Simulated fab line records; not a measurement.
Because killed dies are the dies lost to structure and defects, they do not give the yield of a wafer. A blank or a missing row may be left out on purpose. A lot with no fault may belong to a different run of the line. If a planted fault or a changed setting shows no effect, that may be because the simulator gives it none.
fab line records ; flow n5-finfet
[record] lots = 10; wafers = 30; last-day = 19
route steps=1938 shown TV_LITHO@1879 TV_OPEN@1887 PAD_METAL@1896 PASSIVATION@1936
lots untouched by any fault: they come from a run of this same line in which no faults occurred
start-h: hours from the record's opening day to when the first of the lot's shown wafers began ; wait-h: hours since the lot's step before ; " the same as in the row above ; L1.1+2: a row that stands for several wafers ; - no value, or no start given ; * or withheld: withheld ; < > ~ a bound
route shown NAME@n: a module of which the file shows steps, and the number in the route of the first ; usual: mean/standard deviation taken from wafers without a fault ; same: alike in all rows ; chamber/n: place in a boat ; sites: per-site readings ; _std_site: the values' standard deviation ; _edge_site: the outer-site mean with the inner-site mean subtracted ; radius-mm: how far each site lies from the wafer's centre ; mask NAME#n: copy n ; behind: the tool/chamber that last shaped the wafer ; hold: what put the lot on hold/how long, in hours/how the hold closed ; device: transistor that didn't switch, given as n, p or np ; end of line: tests of these same wafers at the route's end ; a step with no rows: only its recipe ; killed: not the wafer's yield, but the dies lost to structure and defects at the first sort ; map: shows each die of a wafer: x if killed, . if not, _ if none is there
set.NAME: setting as actually run; set.NAME@STEP: the setting as run at that earlier step ; model.NAME: the simulator's own value behind a step, which no gauge read
the route's steps for a sample of lots (tables are steps, rows are wafers)
services: the hour from which a tool's chamber was out of use, counted from the record's first day as start-h (under 0 if before that day), plus the number of hours and why
[[steps]]
[step N5_PASSIVATION_EXPOSE_07]
[recipe] mask-id = TV; na = 0.55; source-shape = conventional; sigma-outer = 0.8; polarization = unpolarized; defocus-nm = 0; target-cd-nm = 3000; dose-mj = 22.75
[usual] focus-offset-nm = 0.0/0.55
[same] na = 0.55
lot.wafer;tool;chamber;start-h;wait-h;mask;focus-offset-nm
L908.1;krf-scanner-02;0;284.25;-;TV#0;-0.2
L908.4;krf-scanner-02;0;284.25;-;TV#0;-0.1
L908.6;krf-scanner-02;0;284.25;-;TV#0;-1.0
L909.1;krf-scanner-01;0;287.36;-;TV#0;-1.5
L909.2;krf-scanner-01;0;287.36;-;TV#0;-0.3
L909.6;krf-scanner-01;0;287.36;-;TV#0;-0.7
L911.4;krf-scanner-01;0;342.50;-;TV#0;0.7
L911.5;krf-scanner-01;0;342.50;-;TV#0;-0.3
L911.6;krf-scanner-01;0;342.50;-;TV#0;0.8
L915.1;krf-scanner-02;0;374.17;-;TV#0;0.1
L915.2;krf-scanner-02;0;374.17;-;TV#0;-0.3
L915.6;krf-scanner-02;0;374.17;-;TV#0;1.3
L919.1;krf-scanner-01;0;399.62;-;TV#0;-0.4
L919.4;krf-scanner-01;0;399.62;-;TV#0;-1.0
L919.6;krf-scanner-01;0;399.62;-;TV#0;-0.1
L920.2;krf-scanner-02;0;407.00;-;TV#0;-0.4
L920.4;krf-scanner-02;0;407.00;-;TV#0;0.1
L920.5;krf-scanner-02;0;407.00;-;TV#0;-0.8
L923.2;krf-scanner-02;0;410.24;-;TV#0;-0.1
L923.3;krf-scanner-02;0;410.24;-;TV#0;-0.1
L923.5;krf-scanner-02;0;410.24;-;TV#0;0.3
L910.3;krf-scanner-01;0;410.54;-;TV#0;0.0
L910.4;krf-scanner-01;0;410.54;-;TV#0;0.0
L910.6;krf-scanner-01;0;410.54;-;TV#0;0.8
L925.2;krf-scanner-02;0;436.39;-;TV#0;0.1
L925.5;krf-scanner-02;0;436.39;-;TV#0;-0.2
L925.6;krf-scanner-02;0;436.39;-;TV#0;-0.3
L926.1;krf-scanner-02;0;454.25;-;TV#0;-0.1
L926.2;krf-scanner-02;0;454.25;-;TV#0;-0.8
L926.4;krf-scanner-02;0;454.25;-;TV#0;-0.1
[step N5_PASSIVATION_OVL_MEAS_60]
[recipe] points-per-wafer = 44
[usual] TV_OVL = 1/5.7
[same] points-per-wafer = 44
lot.wafer;tool;chamber;start-h;wait-h;TV_OVL[nm]
L908.1;overlay-02;0;284.46;0.0;-4
L908.4;overlay-02;0;284.46;0.0;-3
L908.6;overlay-02;0;284.46;0.0;-2
L909.1;overlay-02;0;287.56;0.0;12
L909.2;overlay-02;0;287.56;0.0;5
L909.6;overlay-02;0;287.56;0.0;1
L911.4;overlay-02;0;342.69;0.0;2
L911.5;overlay-02;0;342.69;0.0;1
L911.6;overlay-02;0;342.69;0.0;2
L915.1;overlay-01;0;374.38;0.0;1
L915.2;overlay-01;0;374.38;0.0;-5
L915.6;overlay-01;0;374.38;0.0;-10
L919.1;overlay-02;0;399.83;0.0;810
L919.4;overlay-02;0;399.83;0.0;793
L919.6;overlay-02;0;399.83;0.0;801
L920.2;overlay-01;0;407.20;0.0;7
L920.4;overlay-01;0;407.20;0.0;8
L920.5;overlay-01;0;407.20;0.0;7
L923.2;overlay-02;0;410.45;0.0;7
L923.3;overlay-02;0;410.45;0.0;5
L923.5;overlay-02;0;410.45;0.0;11
L910.3;overlay-01;0;410.73;0.0;817
L910.4;overlay-01;0;410.73;0.0;811
L910.6;overlay-01;0;410.73;0.0;818
L925.2;overlay-02;0;436.60;0.0;-2
L925.5;overlay-02;0;436.60;0.0;6
L925.6;overlay-02;0;436.60;0.0;0
L926.1;overlay-01;0;454.46;0.0;-5
L926.2;overlay-01;0;454.46;0.0;-12
L926.4;overlay-01;0;454.46;0.0;-5
[step N5_PASSIVATION_PASS_ETCH_74]
[recipe] chemistry = CF4/O2; target = SiNx; target-depth-a = 2200; time-s = 110; ion-energy-ev = 100; pressure-mtorr = 40; source-w = 535; bias-w = 49; Ar_flow_sccm = 100; cf4-flow-sccm = 100; O2_flow_sccm = 10
[usual] drypump-motor-current-A = 5.5/0.36; oes_ar_750_au = 0.84/0.1; oes-product-au = 0.84/0.11; rf-vpp-V = 242/5.1; showerhead-plenum-p-Torr = 2.20/0.087; throttle-valve-pct = 15.87/0.22
lot.wafer;tool;chamber;start-h;wait-h;drypump-motor-current-A;oes_ar_750_au;oes-product-au;rf-hours-counter-h;rf-vpp-V;showerhead-plenum-p-Torr;throttle-valve-pct
L908.1;rie-diel-04;3;284.58;0.0;5.6;0.68;0.68;257;236;2.15;16.19
L908.4;rie-diel-04;2;284.58;0.0;5.2;0.72;0.70;-;247;2.28;16.08
L908.6;rie-diel-04;3;284.58;0.0;5.6;0.68;0.68;-;235;2.15;16.19
L909.1;rie-diel-04;2;288.15;0.0;5.2;0.72;0.70;193;245;2.28;16.12
L909.2;rie-diel-04;0;288.15;0.0;5.8;0.89;0.89;46;234;2.16;15.73
L909.6;rie-diel-04;2;288.15;0.0;5.3;0.73;0.70;-;245;2.28;16.11
L911.4;rie-diel-06;3;343.31;0.0;5.4;0.70;0.71;-;242;2.09;16.40
L911.5;rie-diel-06;0;343.31;0.0;4.9;0.80;0.79;-;246;2.14;15.74
L911.6;rie-diel-06;1;343.31;0.0;5.6;0.72;0.71;-;242;2.10;16.07
L915.1;rie-diel-06;2;374.72;0.0;5.2;0.95;0.98;7;245;2.26;15.67
L915.2;rie-diel-06;3;374.72;0.0;5.4;0.70;0.69;230;243;2.09;16.42
L915.6;rie-diel-06;3;374.72;0.0;5.3;0.70;0.69;-;243;2.09;16.42
L919.1;rie-diel-06;3;400.16;0.0;5.4;0.69;0.69;239;242;2.09;16.43
L919.4;rie-diel-06;0;400.16;0.0;4.9;0.78;0.77;92;244;2.13;15.77
L919.6;rie-diel-06;1;400.16;0.0;5.6;0.95;0.97;-;245;2.35;15.61
L920.2;rie-diel-06;0;407.77;0.0;4.9;0.78;0.77;94;245;2.13;15.76
L920.4;rie-diel-06;3;407.77;0.0;5.3;0.70;0.69;241;242;2.09;16.45
L920.5;rie-diel-06;2;407.77;0.0;5.2;0.93;0.95;-;245;2.25;15.73
L923.2;rie-diel-06;2;410.76;0.0;5.2;0.92;0.94;20;245;2.25;15.72
L923.3;rie-diel-06;0;410.76;0.0;4.9;0.78;0.77;95;244;2.13;15.76
L923.5;rie-diel-06;2;410.76;0.0;5.2;0.92;0.93;-;245;2.25;15.71
L910.3;rie-diel-02;1;411.54;0.0;6.0;0.70;0.67;229;241;2.09;15.82
L910.4;rie-diel-02;3;411.54;0.0;5.7;0.96;0.98;9;234;2.15;15.84
L910.6;rie-diel-02;2;411.54;0.0;5.5;0.92;0.91;-;249;2.16;15.56
L925.2;rie-diel-02;0;437.17;0.0;5.5;0.84;0.86;54;244;2.23;15.86
L925.5;rie-diel-02;1;437.17;0.0;6.0;0.68;0.67;-;240;2.09;15.82
L925.6;rie-diel-02;2;437.17;0.0;5.5;0.90;0.90;-;249;2.15;15.58
L926.1;rie-diel-04;2;454.78;0.0;5.2;0.69;0.66;252;245;2.26;16.23
L926.2;rie-diel-04;0;454.78;0.0;5.8;0.82;0.81;102;233;2.14;15.83
L926.4;rie-diel-04;1;454.78;0.0;6.3;0.87;0.85;-;238;2.33;15.85
[step N5_PASSIVATION_ETCH_15]
[recipe] chemistry = CF4/N2; target = SiCN; target-depth-a = 750; taper-deg = 2; time-s = 81.2; ion-energy-ev = 150; mask-material = SiNx; pressure-mtorr = 40; source-w = 430; bias-w = 70; Ar_flow_sccm = 100; cf4-flow-sccm = 60; n2-flow-sccm = 60
[usual] drypump-motor-current-A = 5.5/0.36; oes-product-au = 0.84/0.12; rf-vpp-V = 382.2/2.2; showerhead-plenum-p-Torr = 2.20/0.089; throttle-valve-pct = 15.32/0.23
lot.wafer;tool;chamber;start-h;wait-h;drypump-motor-current-A;oes-product-au;rf-hours-counter-h;rf-vpp-V;showerhead-plenum-p-Torr;throttle-valve-pct
L908.1;rie-diel-04;3;-;-;5.6;0.67;258;381.7;2.16;15.66
L908.4;rie-diel-04;2;-;-;5.3;0.71;-;385.5;2.29;15.59
L908.6;rie-diel-04;3;-;-;5.6;0.68;-;383.1;2.16;15.66
L909.1;rie-diel-04;2;-;-;5.2;0.70;193;384.6;2.29;15.62
L909.2;rie-diel-04;0;-;-;5.8;0.89;46;381.5;2.16;15.16
L909.6;rie-diel-04;2;-;-;5.2;0.70;-;384.9;2.29;15.60
L911.4;rie-diel-06;3;-;-;5.4;0.70;-;377.3;2.09;15.85
L911.5;rie-diel-06;0;-;-;4.9;0.79;-;380.7;2.14;15.19
L911.6;rie-diel-06;1;-;-;5.7;0.71;-;379.3;2.10;15.53
L915.1;rie-diel-06;2;-;-;5.2;0.97;8;383.4;2.26;15.14
L915.2;rie-diel-06;3;-;-;5.3;0.70;230;379.3;2.09;15.89
L915.6;rie-diel-06;3;-;-;5.3;0.70;-;378.4;2.09;15.88
L919.1;rie-diel-06;3;-;-;5.4;0.69;239;379.3;2.09;15.87
L919.4;rie-diel-06;0;-;-;4.9;0.76;92;380.4;2.13;15.23
L919.6;rie-diel-06;1;-;-;5.7;0.97;-;385.7;2.36;15.05
L920.2;rie-diel-06;0;-;-;4.9;0.77;94;381.3;2.13;15.26
L920.4;rie-diel-06;3;-;-;5.3;0.69;241;379.7;2.09;15.89
L920.5;rie-diel-06;2;-;-;5.2;0.94;-;384.3;2.26;15.15
L923.2;rie-diel-06;2;-;-;5.2;0.93;21;384.2;2.26;15.16
L923.3;rie-diel-06;0;-;-;4.9;0.77;96;379.7;2.13;15.25
L923.5;rie-diel-06;2;-;-;5.2;0.94;-;383.7;2.26;15.17
L910.3;rie-diel-02;1;-;-;6.0;0.67;229;378.9;2.09;15.30
L910.4;rie-diel-02;3;-;-;5.7;0.99;10;381.7;2.15;15.26
L910.6;rie-diel-02;2;-;-;5.5;0.93;-;381.4;2.16;15.03
L925.2;rie-diel-02;0;-;-;5.4;0.85;54;383.4;2.23;15.30
L925.5;rie-diel-02;1;-;-;6.0;0.67;-;380.0;2.09;15.31
L925.6;rie-diel-02;2;-;-;5.5;0.90;-;380.7;2.16;15.04
L926.1;rie-diel-04;2;-;-;5.2;0.66;253;383.3;2.27;15.72
L926.2;rie-diel-04;0;-;-;5.8;0.81;103;380.5;2.14;15.29
L926.4;rie-diel-04;1;-;-;6.3;0.85;-;384.4;2.34;15.30
[step N5_PASSIVATION_AL_DEP_21]
[recipe] material = Al; target-thk-a = 28000; temp-c = 400; time-s = 170; power-w = 30000; chamber-pressure-pa = 0.4; gas = Ar
[usual] throttle-valve-pct = 30.3/0.8
lot.wafer;tool;chamber;start-h;wait-h;throttle-valve-pct
L908.1;pvd-sputter-01;-;285.38;0.1;31.0
L908.4;pvd-sputter-01;-;285.38;0.1;29.3
L908.6;pvd-sputter-01;-;285.38;0.1;29.2
L909.1;pvd-sputter-02;-;288.84;0.1;29.2
L909.2;pvd-sputter-02;-;288.84;0.1;30.8
L909.6;pvd-sputter-02;-;288.84;0.1;30.6
L911.4;pvd-sputter-01;-;344.08;0.1;31.1
L911.5;pvd-sputter-01;-;344.08;0.1;30.9
L911.6;pvd-sputter-01;-;344.08;0.1;31.3
L915.1;pvd-sputter-01;-;375.74;0.1;29.4
L915.2;pvd-sputter-01;-;375.74;0.1;31.0
L915.6;pvd-sputter-01;-;375.74;0.1;29.2
L919.1;pvd-sputter-01;-;401.05;0.1;29.3
L919.4;pvd-sputter-01;-;401.05;0.1;31.0
L919.6;pvd-sputter-01;-;401.05;0.1;29.3
L920.2;pvd-sputter-01;-;408.70;0.1;29.4
L920.4;pvd-sputter-01;-;408.70;0.1;31.3
L920.5;pvd-sputter-01;-;408.70;0.1;29.4
L923.2;pvd-sputter-01;-;411.64;0.1;29.4
L923.3;pvd-sputter-01;-;411.64;0.1;30.9
L923.5;pvd-sputter-01;-;411.64;0.1;31.1
L910.3;pvd-sputter-01;-;412.24;0.1;30.9
L910.4;pvd-sputter-01;-;412.24;0.1;29.4
L910.6;pvd-sputter-01;-;412.24;0.1;30.8
L925.2;pvd-sputter-02;-;438.34;0.1;30.3
L925.5;pvd-sputter-02;-;438.34;0.1;30.7
L925.6;pvd-sputter-02;-;438.34;0.1;29.0
L926.1;pvd-sputter-03;-;455.77;0.1;29.4
L926.2;pvd-sputter-03;-;455.77;0.1;29.8
L926.4;pvd-sputter-03;-;455.77;0.1;31.0
[step N5_PASSIVATION_PROBE_49]
[usual] defect-limited-yield = 90.9/1.4; killed_at_M0_to_M3 = 38/11; killed_at_M4_up = 13/5.9; killed-at-contacts = 14/6.4; killed-at-front-end = 38/11; killed-at-other = 3.3/2.5; killed-dies = 107/16; killed-open = 70/12; killed-short = 35/7.7; sort_bin_5_function = 5.3/0.94; sort_bin_6_memory = 3.5/0.7; sort-n-pass = 1073/16; sort-yield-pct = 90.9/1.4
[same] gross-dies = 1180; killed-at-back-side = 0; sort_bin_4_leakage[%] = 0; sort_bin_8_speed[%] = 0
lot.wafer;tool;chamber;start-h;wait-h;defect-limited-yield[%];killed_at_M0_to_M3;killed_at_M4_up;killed-at-contacts;killed-at-front-end;killed-at-other;killed-dies;killed-open;killed-short;sort_bin_5_function[%];sort_bin_6_memory[%];sort-n-pass;sort-yield-pct[%]
L915.1;prober-02;-;381.80;0.0;92.3;25;18;11;35;2;91;61;30;5.0;2.5;1089;92.3
L915.2;prober-02;-;381.85;0.1;92.0;38;11;7;37;1;94;66;28;5.3;2.3;1086;92.0
L915.6;prober-02;-;382.05;0.3;88.9;39;26;6;57;3;131;91;40;6.9;4.0;1049;88.9
L910.3;prober-02;-;418.45;0.1;89.9;35;12;21;39;12;119;76;43;6.0;3.7;1061;89.9
L910.4;prober-02;-;418.50;0.2;91.6;40;9;18;28;4;99;67;32;5.1;3.1;1081;91.6
L910.6;prober-02;-;418.60;0.3;91.6;19;13;14;48;5;99;67;32;4.7;3.2;1081;91.6
L926.1;prober-02;-;461.48;0.0;88.7;60;16;6;48;3;133;75;55;7.0;3.9;1047;88.7
L926.2;prober-02;-;461.53;0.1;89.5;54;5;11;51;3;124;81;42;6.2;4.0;1056;89.5
L926.4;prober-02;-;461.63;0.2;88.9;43;14;17;51;6;131;86;45;5.8;4.8;1049;88.9
// killed by level:class
L915.1 STI_FIN_REVEAL:geometric-particle:open=13 MOL_CONTACT_COAG:geometric-particle:open=10 BEOL_M4:geometric-particle:open=9 BEOL_M0_SAQP:geometric-particle:short=8 FIN_SAQP:geometric-particle:open=7 GATE_CUT:geometric-particle:short=6 BEOL_M0_SAQP:geometric-particle:open=4 BEOL_M1:geometric-particle:open=4
L915.2 FIN_SAQP:geometric-particle:open=7 BEOL_M0_SAQP:geometric-particle:short=7 BEOL_M1:geometric-particle:open=7 BEOL_M3:geometric-particle:open=7 STI_FIN_REVEAL:geometric-particle:open=6 MOL_CONTACT_COAG:geometric-particle:open=6 BEOL_M1:geometric-particle:short=6 DUMMY_GATE:geometric-particle:open=5
L915.6 FIN_SAQP:geometric-particle:open=24 BEOL_M4:geometric-particle:open=12 BEOL_M0_SAQP:geometric-particle:short=8 BEOL_M1:geometric-particle:open=8 FIN_SAQP:geometric-particle:short=7 BEOL_M0_SAQP:geometric-particle:open=6 MOL_CONTACT_COAG:geometric-particle:open=5 STARTING-WAFER:geometric-particle:short=5
L910.3 MOL_CONTACT_COAG:geometric-particle:open=17 FIN_SAQP:geometric-particle:open=13 BEOL_M0_SAQP:geometric-particle:short=8 BEOL_M2:geometric-particle:open=8 GATE_CUT:geometric-particle:short=6 BEOL_M0_SAQP:geometric-particle:open=6 BEOL_M1:geometric-particle:open=5 BEOL_M4:geometric-particle:open=5
L910.4 MOL_CONTACT_COAG:geometric-particle:open=16 BEOL_M2:geometric-particle:open=10 FIN_SAQP:geometric-particle:short=7 BEOL_M1:geometric-particle:open=7 BEOL_M0_SAQP:geometric-particle:open=7 FIN_SAQP:geometric-particle:open=6 BEOL_M2:geometric-particle:short=6 BEOL_M0_SAQP:geometric-particle:short=6
L910.6 FIN_SAQP:geometric-particle:open=13 FIN_SAQP:geometric-particle:short=11 MOL_CONTACT_COAG:geometric-particle:open=10 GATE_CUT:geometric-particle:short=8 BEOL_M2:geometric-particle:open=8 BEOL_M4:geometric-particle:open=5 STI_FIN_REVEAL:geometric-particle:open=4 MOL_CONTACT_COAG:geometric-particle:short=4
L926.1 FIN_SAQP:geometric-particle:short=21 BEOL_M1:geometric-particle:open=13 BEOL_M0_SAQP:geometric-particle:short=11 BEOL_M2:geometric-particle:open=11 FIN_SAQP:geometric-particle:open=10 BEOL_M4:geometric-particle:open=9 BEOL_M3:geometric-particle:open=8 BEOL_M1:geometric-particle:short=4
L926.2 FIN_SAQP:geometric-particle:open=18 FIN_SAQP:geometric-particle:short=12 MOL_CONTACT_COAG:geometric-particle:open=10 BEOL_M3:geometric-particle:open=10 STI_FIN_REVEAL:geometric-particle:open=8 BEOL_M1:geometric-particle:open=8 BEOL_M1:geometric-particle:short=8 BEOL_M2:geometric-particle:open=8
L926.4 FIN_SAQP:geometric-particle:open=19 FIN_SAQP:geometric-particle:short=15 BEOL_M1:geometric-particle:open=13 MOL_CONTACT_COAG:geometric-particle:open=12 BEOL_M2:geometric-particle:open=10 GATE_CUT:geometric-particle:open=5 MOL_CONTACT_COAG:geometric-particle:short=5 BEOL_M4:geometric-particle:open=5
[[services]]
tool;chamber;start-h;hours;kind
krf-scanner-02;-;262.00;3.6;pm
krf-scanner-01;-;265.91;1.0;pm
krf-scanner-01;-;275.19;0.8;pm
rie-diel-04;3;294.15;6.5;repair
krf-scanner-01;-;300.50;1.3;pm
krf-scanner-02;-;303.10;0.8;pm
rie-diel-02;1;309.20;6.3;repair
rie-diel-02;3;309.72;16.3;repair
krf-scanner-02;-;311.53;0.8;pm
krf-scanner-02;-;324.71;1.0;pm
rie-diel-02;-;329.20;14.6;pm
krf-scanner-02;-;331.58;1.3;pm
rie-diel-06;3;331.95;2.6;repair
rie-diel-04;-;336.59;4.8;repair
rie-diel-06;-;338.02;0.6;repair
krf-scanner-02;-;345.15;0.5;repair
rie-diel-06;0;347.58;3.7;repair
rie-diel-06;-;354.64;4.3;pm
krf-scanner-01;-;395.17;1.7;repair
pvd-sputter-01;-;430.44;0.9;repair
krf-scanner-01;-;430.72;3.6;pm
krf-scanner-01;-;434.91;1.0;pm
krf-scanner-01;-;443.99;0.8;pm
rie-diel-04;3;452.95;2.6;repair
[[key]]
[first-sign] step = N5_PASSIVATION_OVL_MEAS_60; reading = TV_OVL; direction = up; sigmas = 99+; usual = 1; struck = 808
effect none on later readings
met-at N5_PASSIVATION_EXPOSE_07
struck-lots L910,L919
not-acting-at N5_PASSIVATION_PASS_ETCH_74,N5_PASSIVATION_ETCH_15,N5_PASSIVATION_AL_DEP_21
onset-between 342.50 399.62
[fault] kind = scanner-matching-overlay; tool = krf-scanner-01; chamber = -; onset-h = 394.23; steps = N5_PASSIVATION_EXPOSE_07; offset = 805.52
